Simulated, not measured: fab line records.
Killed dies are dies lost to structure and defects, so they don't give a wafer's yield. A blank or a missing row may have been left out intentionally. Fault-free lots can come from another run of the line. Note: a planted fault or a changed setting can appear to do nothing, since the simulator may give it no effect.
fab line records    flow n5-finfet    part 2 of 2: steps 20 to 27 of 27
[record] lots = 5  wafers = 15  last-day = 17
route steps=1938 shown BEOL_M0_SAQP@686 BEOL_M0_CUTY@701
lots that met no fault: taken from a fault-free run of the same line
start-h: hours from the record's opening day to when the first of the lot's shown wafers began    wait-h: hours from the lot's prior step to this one    " unchanged from the row above    L1.1+2: one row covering several wafers at once    - no value, or no start was given    * or withheld: withheld    < > ~ a bound
route shown NAME@n: a module of which the file shows steps, and the number in the route of the first    usual: the fault-free wafers' mean and standard deviation    same: alike in all rows    chamber/n: place in a boat    sites: the reading at each site    _std_site: how widely they spread, as a standard deviation    _edge_site: outer sites' mean less inner sites'    radius-mm: for every site, how far away it sits from the centre of the wafer    mask NAME#n: copy n    behind: the last tool/chamber to shape the wafer    hold: why the lot went on hold/how many hours it stayed there/how the hold came to an end    device: the transistor (n, p or np) that didn't switch    end of line: tests of these same wafers at the route's end    a step given without rows: its recipe and nothing more    killed: at the first sort, the dies lost to defects and structure; wafer yield is something else    map: the dies of a wafer, with x for killed, . for not killed, _ for no die there
set.NAME: the setting that was run; set.NAME@STEP: the one run at that earlier step    model.NAME: the simulator's own value behind a step, which no gauge read
lots at selected steps of the route; one table per step, one row per wafer
services: from which hour (start-h, from the record's first day; less than 0 if before it) a tool's chamber was out of use, for how many hours, and why
[[steps]]
[step N5_BEOL_M0_CUTY_EXPOSE_54]
[recipe] mask-id = M0_ABLK  na = 1.35  source-shape = conventional  sigma-outer = 0.8  polarization = unpolarized  dose-mj = 36
[usual] exposure-dose-mJ-cm2 = 36.23/0.28
lot.wafer  tool             chamber  start-h  wait-h  mask       exposure-dose-mJ-cm2
L074.1     arfi-scanner-02  0        137.94   -       M0_ABLK#0  35.97
L074.2     "                0        "        "       M0_ABLK#0  35.94
L074.6     "                0        "        "       M0_ABLK#0  35.97
L081.1     arfi-scanner-01  0        159.49   -       M0_ABLK#0  36.57
L081.3     "                0        "        "       M0_ABLK#0  36.52
L081.4     "                0        "        "       M0_ABLK#0  36.54
L083.1     arfi-scanner-01  0        169.71   -       M0_ABLK#0  36.59
L083.2     "                0        "        "       M0_ABLK#0  36.56
L083.3     "                0        "        "       M0_ABLK#0  36.52
L084.1     arfi-scanner-01  0        183.48   -       M0_ABLK#0  36.52
L084.3     "                0        "        "       M0_ABLK#0  36.49
L084.5     "                0        "        "       M0_ABLK#0  36.52
L097.1     arfi-scanner-03  0        256.75   -       M0_ABLK#0  35.99
L097.4     "                0        "        "       M0_ABLK#0  36.02
L097.6     "                0        "        "       M0_ABLK#0  35.94
[step N5_BEOL_M0_CUTY_PEB_55]
[recipe] peb-temp-c = 110  peb-time-s = 60  resist = CAR-ArF-block
[usual] heater-power-total-W = 175.4/1.6
lot.wafer  tool            chamber  start-h  wait-h  heater-power-total-W
L074.1     litho-track-03  0        138.00   0.1     176.7
L074.2     "               0        "        "       177.1
L074.6     "               0        "        "       177.6
L081.1     litho-track-05  0        159.55   0.1     177.3
L081.3     "               0        "        "       176.8
L081.4     "               0        "        "       177.5
L083.1     litho-track-03  0        169.77   0.1     177.2
L083.2     "               0        "        "       173.0
L083.3     "               0        "        "       175.2
L084.1     litho-track-03  0        183.53   0.1     174.4
L084.3     "               0        "        "       176.3
L084.5     "               0        "        "       177.5
L097.1     litho-track-04  0        256.81   0.1     175.6
L097.4     "               0        "        "       173.2
L097.6     "               0        "        "       177.4
[step N5_BEOL_M0_CUTY_DEVELOP_56]
[recipe] develop-time-s = 30  developer = TMAH  resist = CAR-ArF-block  rinse-liquid = diw  dry = air-spin  dev-temp-c = 23
lot.wafer   tool            chamber  start-h  wait-h
L074.1+2+6  litho-track-03  0        -        -
L081.1+3+4  litho-track-05  0        -        -
L083.1+2+3  litho-track-03  0        -        -
L084.1+3+5  litho-track-03  0        -        -
L097.1+4+6  litho-track-04  0        -        -
[step N5_BEOL_M0_CUTY_CD_MEAS_57]
[recipe] target-cd-nm = 200  landing-energy-ev = 500  detector = se-inlens  polarity = line
[usual] cd-nm = 200.2/0.87
[same] landing-energy-ev = 500
lot.wafer  tool       chamber  start-h  wait-h  cd-nm
L074.1     cd-sem-01  0        138.07   -       199.4
L074.2     "          0        "        "       200.3
L074.6     "          0        "        "       200.9
L081.1     cd-sem-02  0        159.62   -       200.7
L081.3     "          0        "        "       201.2
L081.4     "          0        "        "       200.1
L083.1     cd-sem-02  0        169.83   -       200.6
L083.2     "          0        "        "       200.3
L083.3     "          0        "        "       201.1
L084.1     cd-sem-03  0        183.60   -       199.7
L084.3     "          0        "        "       200.6
L084.5     "          0        "        "       199.5
L097.1     cd-sem-02  0        256.88   -       200.4
L097.4     "          0        "        "       200.1
L097.6     "          0        "        "       200.1
[step N5_BEOL_M0_CUTY_OVL_MEAS_58]
[recipe] points-per-wafer = 44
[usual] M0_ABLK_OVL = 0.8/0.69
lot.wafer  tool        chamber  start-h  wait-h  M0_ABLK_OVL[nm]
L074.1     overlay-02  0        138.10   0.0     1.1
L074.2     "           0        "        "       1.2
L074.6     "           0        "        "       1.4
L081.1     overlay-01  0        159.65   0.0     0.1
L081.3     "           0        "        "       0.8
L081.4     "           0        "        "       1.4
L083.1     overlay-01  0        169.86   0.0     -0.4
L083.2     "           0        "        "       1.2
L083.3     "           0        "        "       -0.2
L084.1     overlay-02  0        183.63   0.0     -0.2
L084.3     "           0        "        "       -0.9
L084.5     "           0        "        "       -0.7
L097.1     overlay-02  0        256.91   0.0     1.0
L097.4     "           0        "        "       2.6
L097.6     "           0        "        "       2.2
[step N5_BEOL_M0_CUTY_INSPECT_59]
[recipe] mode = adi  inspect-instrument = macro
[usual] raw-defect-count = 1.9/1.3
lot.wafer  tool               chamber  start-h  wait-h  raw-defect-count
L074.1     defect-inspect-01  -        138.12   0.0     2
L074.2     "                  -        "        "       2
L074.6     "                  -        "        "       3
L081.1     defect-inspect-01  -        159.67   0.0     2
L081.3     "                  -        "        "       3
L081.4     "                  -        "        "       1
L083.1     defect-inspect-02  -        169.89   0.0     1
L083.2     "                  -        "        "       2
L083.3     "                  -        "        "       4
L084.1     defect-inspect-02  -        183.66   0.0     1
L084.3     "                  -        "        "       0
L084.5     "                  -        "        "       2
L097.1     defect-inspect-01  -        256.93   0.0     1
L097.4     "                  -        "        "       2
L097.6     "                  -        "        "       2
[step N5_BEOL_M0_CUTY_DESCUM_61]
[recipe] chemistry = O2  time-s = 7.9  source-power-w = 50  bias-power-w = 20  pressure-mtorr = 20  rf-frequency-hz = 2.712e+07  temp-c = 40  resist = CAR-ArF-block  o2-flow-sccm = 225
[usual] drypump-motor-current-A = 5.6/0.41  oes-product-au = 0.82/0.089  rf-vpp-V = 243.3/1.2  showerhead-plenum-p-Torr = 2.11/0.068  throttle-valve-pct = 20.44/0.17
lot.wafer  tool         chamber  start-h  wait-h  drypump-motor-current-A  oes-product-au  rf-hours-counter-h  rf-vpp-V  showerhead-plenum-p-Torr  throttle-valve-pct
L074.1     rie-diel-01  3        138.94   0.8     5.6                      0.70            207                 244.6     2.17                      20.67
L074.2     "            2        "        "       4.9                      0.96            11                  243.9     2.17                      20.32
L074.6     "            2        "        "       4.9                      0.96            -                   243.2     2.16                      20.31
L081.1     rie-diel-05  1        159.71   0.0     5.9                      0.92            30                  243.7     2.03                      20.43
L081.3     "            2        "        "       5.8                      0.88            43                  243.7     2.05                      20.61
L081.4     "            3        "        "       6.2                      0.68            239                 244.8     2.13                      20.48
L083.1     rie-diel-05  2        169.92   0.0     5.8                      0.88            45                  241.0     2.05                      20.61
L083.2     "            3        "        "       6.3                      0.67            242                 244.0     2.13                      20.50
L083.3     "            1        "        "       5.9                      0.92            32                  243.7     2.03                      20.45
L084.1     rie-diel-01  0        183.73   0.1     5.4                      0.85            67                  243.4     2.14                      20.42
L084.3     "            2        "        "       4.9                      0.91            30                  243.3     2.16                      20.36
L084.5     "            0        "        "       5.4                      0.85            -                   244.7     2.14                      20.45
L097.1     rie-diel-06  1        256.97   0.0     6.1                      0.68            240                 240.8     1.96                      20.44
L097.4     "            3        "        "       5.1                      0.91            16                  244.0     2.16                      20.46
L097.6     "            3        "        "       5.1                      0.91            -                   242.4     2.16                      20.48
[step N5_BEOL_M0_CUTY_ETCH_62]
[recipe] chemistry = CF4  target = SiARC  mask-material = CAR-ArF-block  time-s = 58.5  ion-energy-ev = 80  pressure-mtorr = 40  source-w = 545  bias-w = 36  Ar_flow_sccm = 100  cf4-flow-sccm = 100  ends = cleared
[usual] drypump-motor-current-A = 5.6/0.41  etch-rf-on-time-s = 57.8/1  oes-product-au = 0.70/0.079  rf-vpp-V = 184.1/1.1  showerhead-plenum-p-Torr = 2.15/0.06  throttle-valve-pct = 15.55/0.22
lot.wafer  tool         chamber  start-h  wait-h  drypump-motor-current-A  etch-rf-on-time-s  oes-product-au  rf-hours-counter-h  rf-vpp-V  showerhead-plenum-p-Torr  throttle-valve-pct
L074.1     rie-diel-01  3        138.98   0.0     5.6                      58.2               0.59            207                 185.9     2.21                      15.84
L074.2     "            2        "        "       4.9                      56.6               0.83            11                  183.7     2.17                      15.19
L074.6     "            2        "        "       4.9                      56.7               0.83            -                   185.4     2.17                      15.21
L081.1     rie-diel-05  1        159.74   0.0     5.9                      57.6               0.78            30                  183.7     2.08                      15.52
L081.3     "            2        "        "       5.8                      56.2               0.77            43                  183.6     2.09                      15.65
L081.4     "            3        "        "       6.2                      57.0               0.60            239                 184.3     2.19                      15.81
L083.1     rie-diel-05  2        169.96   0.0     5.8                      56.5               0.76            45                  185.2     2.09                      15.65
L083.2     "            3        "        "       6.3                      57.6               0.59            242                 184.1     2.19                      15.84
L083.3     "            1        "        "       5.8                      57.6               0.77            32                  182.2     2.08                      15.52
L084.1     rie-diel-01  0        183.76   0.0     5.4                      56.9               0.74            67                  183.8     2.17                      15.44
L084.3     "            2        "        "       4.9                      56.3               0.80            30                  184.3     2.17                      15.24
L084.5     "            0        "        "       5.4                      56.5               0.74            -                   184.9     2.17                      15.43
L097.1     rie-diel-06  1        257.00   0.0     6.1                      59.8               0.58            240                 182.8     2.03                      15.78
L097.4     "            3        "        "       5.1                      57.6               0.78            16                  185.4     2.20                      15.48
L097.6     "            3        "        "       5.1                      57.7               0.79            -                   184.3     2.20                      15.48
[[services]]
tool             chamber  start-h  hours  kind
euv-scanner-01   -        115.45   0.5    repair
euv-scanner-02   -        119.63   2.8    repair
rie-diel-06      -        125.58   28.1   pm
rie-diel-01      2        128.72   2.3    repair
euv-scanner-02   -        132.35   12.0   pm
euv-scanner-01   -        144.51   1.0    pm
arfi-scanner-01  -        144.70   1.6    repair
rie-diel-03      1        144.94   3.3    repair
arfi-scanner-01  -        147.73   8.5    repair
euv-scanner-02   -        166.83   1.0    pm
arfi-scanner-01  -        172.78   1.0    pm
ald-sin-01       -        178.60   14.0   pm
rie-diel-02      -        197.02   0.7    repair
euv-scanner-01   -        200.66   1.0    pm
rie-diel-02      1        204.40   10.7   repair
arfi-scanner-01  -        210.79   1.3    pm
euv-scanner-01   -        217.55   1.8    repair
euv-scanner-02   -        219.86   6.2    pm
rie-diel-06      3        225.92   16.6   repair
euv-scanner-01   -        231.52   4.6    pm
rie-diel-03      0        239.43   7.2    repair
arfi-scanner-01  -        240.74   0.8    pm
euv-scanner-01   -        245.38   5.8    pm
euv-scanner-01   -        256.81   1.0    pm
